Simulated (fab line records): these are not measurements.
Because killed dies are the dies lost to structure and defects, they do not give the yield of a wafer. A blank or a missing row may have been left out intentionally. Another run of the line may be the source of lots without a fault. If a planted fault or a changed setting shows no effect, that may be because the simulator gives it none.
A lot that was struck, set against a sound lot    flow n5 finfet    37 steps out of a route of 1938
Sound: the wafers L710.1, L710.3, L710.6. Struck: wafers L702.3, L702.4, L702.6. The cause is named last.
Per side, at each step with rows, come the tool, then ch with its chambers, and then its first start. Under that, the readings that differ: sound wafers    struck wafers    difference of the means    sigmas: that difference in standard deviations of wafers without a fault.
alike: words and numbers the same on both sides, and readings whose means are apart by under 2 such deviations; not compared: readings that were withheld, readings missing a value for some wafer, numbers with overlapping values and no deviation given by the record, and bounds like >300 which may hide the same value.
The two part at a step that has a row with sigmas, a row that says differs or no value, or rows on one side only. When numbers do not overlap yet have no deviation, they are printed without sigmas and do not part them. A reading that every wafer of one side lacks parts them only if that side has two wafers or more.

first, 9 steps without rows for these wafers: N5_BEOL_M4_ANNEAL_95 (time 240 s); N5_BEOL_M4_SPUTTER_96 (material Cu, target thk 4.5 nm, time 8.29 s); N5_BEOL_M4_ECD_50 (material Cu, target thk 300 nm); N5_BEOL_M4_ANNEAL_51 (time 90 s); N5_BEOL_M4_CMP_52 (polishes, stops on SiOC, t overpolish 6.8 s, target thk 40 nm); N5_BEOL_M4_PRE_CLEAN_60 (time 15 s); N5_BEOL_M4_CO_CAP_55 (material Co, precursor CCTBA/H2, target thk 2 nm, time 102.1 s); N5_BEOL_M4_PRE_CLEAN_56 (time 15 s); N5_BEOL_M4_DEP_57 (deposits SiCN from 3MS/NH3, target thk 8 nm, time 14 s).
N5_BEOL_M4_RC_MEAS_101:
  sound on prober-02 ch 0, day 13 13:01; struck on prober-02 ch 0, day 11 14:09
  alike: DIBL_N, DIBL_P, IOFF_N, IOFF_P, ION_N, ION_P, SS_N, SS_P, VT_N, VT_P
then, 24 steps without rows for these wafers: N5_BEOL_M5_ILD_DEP_00 (deposits SiCOH lowk from DEMS/porogen, target thk 140.64 nm, time 25.9 s); N5_BEOL_M5_CURE_79 (cures SiCOH lowk, time 240 s); N5_BEOL_M5_PECVD_70 (deposits SiO2 from TEOS/O2, target thk 16 nm, time 18 s); N5_BEOL_M5_HM_DEP_02 (deposits TiN, target thk 20 nm); N5_BEOL_M5_COAT_59 (time 60 s, resist thk 60 nm); N5_BEOL_M5_COAT_60 (time 60 s, resist thk 12 nm); N5_BEOL_M5_COAT_71 (time 60 s, resist thk 5 nm); N5_BEOL_M5_COAT_05 (resist thk 30 nm); N5_BEOL_M5_EBR_07; N5_BEOL_M5_SOFTBAKE_06 (time 60 s); N5_BEOL_M5_EXPOSE_08 (exposes mask M5, target cd 28 nm); N5_BEOL_M5_PEB_09 (peb time 60 s); N5_BEOL_M5_DEVELOP_10 (develop time 30 s); N5_BEOL_M5_DESCUM_16 (chemistry O2, time 7 s); N5_BEOL_M5_ETCH_72 (etches underlayer in N2/H2, target depth 6.5 nm, time 5.2 s); N5_BEOL_M5_ETCH_61 (etches SiARC in CF4, target depth 15.6 nm, time 26 s); N5_BEOL_M5_ETCH_62 (etches SOC in N2/H2, target depth 75 nm, overetch 15 nm, time 112.5 s); N5_BEOL_M5_STRIP_63 (strips in N2/H2); N5_BEOL_M5_STRIP_73 (strips in N2/H2); N5_BEOL_M5_STRIP_64 (strips in CF4); N5_BEOL_M5_HM_OPEN_17 (chemistry Cl2/BCl3, target TiN, target depth 20 nm, overetch 6 nm); N5_BEOL_M5_STRIP_19 (strips in O2); N5_BEOL_M5_COAT_65 (time 60 s, resist thk 60 nm); N5_BEOL_M5_COAT_66 (time 60 s, resist thk 12 nm).
-- a jump in the record: the struck wafers' starts before and after are 3 days apart (it breaks off in module BEOL_M5 and resumes in module BEOL_M11, where the first step shown is number 1572 of the route) --
N5_BEOL_M11_ETCH_65: etches SiARC in CF4, target depth 39 nm, time 65 s.
  sound on rie diel-06 ch 0,1,2, day 16 06:37; struck on rie diel-06 ch 1,2,3, day 14 07:24
  no value came back on the struck wafers for any of 8 readings (bias w (W), cf4 flow sccm (sccm) and others); on the sound wafers bias w (W) reads 35.93 35.96 36.05
reading                                        sound           struck          difference  sigmas
model.CAR-ArF_of_BEOL_M11_COAT_22.thk nm (nm)  55.6 55.6 55.8  83.4 83.4 83.2  +27.7       
  not compared: rf hours counter h
N5_BEOL_M11_ETCH_66: etches SOC in N2/H2, target depth 120 nm, overetch 24 nm, time 180 s.
  sound on rie diel-06 ch 0,1,2, day 16 06:40; struck on rie diel-06 ch 1,2,3, day 14 07:27
reading                sound           struck          difference  sigmas
oes product au (a.u.)  0.58 0.69 0.69  0.27 0.30 0.33  -0.35       -6
  alike: bias w, chamber pressure mTorr, drypump motor current A, h2 flow sccm, rf vpp V, showerhead plenum p Torr, throttle valve pct
  not compared: rf hours counter h
N5_PASSIVATION_PROBE_49:
  struck on prober-01, day 16 06:37; sound on prober-01, day 18 02:01
reading                   sound           struck          difference  sigmas
defect limited yield (%)  90.2 87.7 91.7  0 0 0           -90         -60
killed_at_M4_up           10 16 8         1095 1103 1085  +1083       +99 or more
killed at front end       66 75 47        23 24 35        -35         -3
killed dies               116 145 98      1180 1180 1180  +1060       +59
killed on rim             14 17 11        152 152 152     +138        +29
sort_bin_5_function (%)   5.8 6.3 4.5     96.8 95.9 96.3  +90.8       +93
sort n pass               1064 1035 1082  0 0 0           -1060       -59
sort yield pct (%)        90.2 87.7 91.7  0 0 0           -90         -60
  alike: killed_at_M0_to_M3, killed at contacts, killed at other, killed open, killed short, sort_bin_6_memory

WHERE THEY PART
Last at N5_PASSIVATION_PROBE_49 as far as this record goes, first at N5_BEOL_M11_ETCH_65.

WHY: what had been put in by the simulator
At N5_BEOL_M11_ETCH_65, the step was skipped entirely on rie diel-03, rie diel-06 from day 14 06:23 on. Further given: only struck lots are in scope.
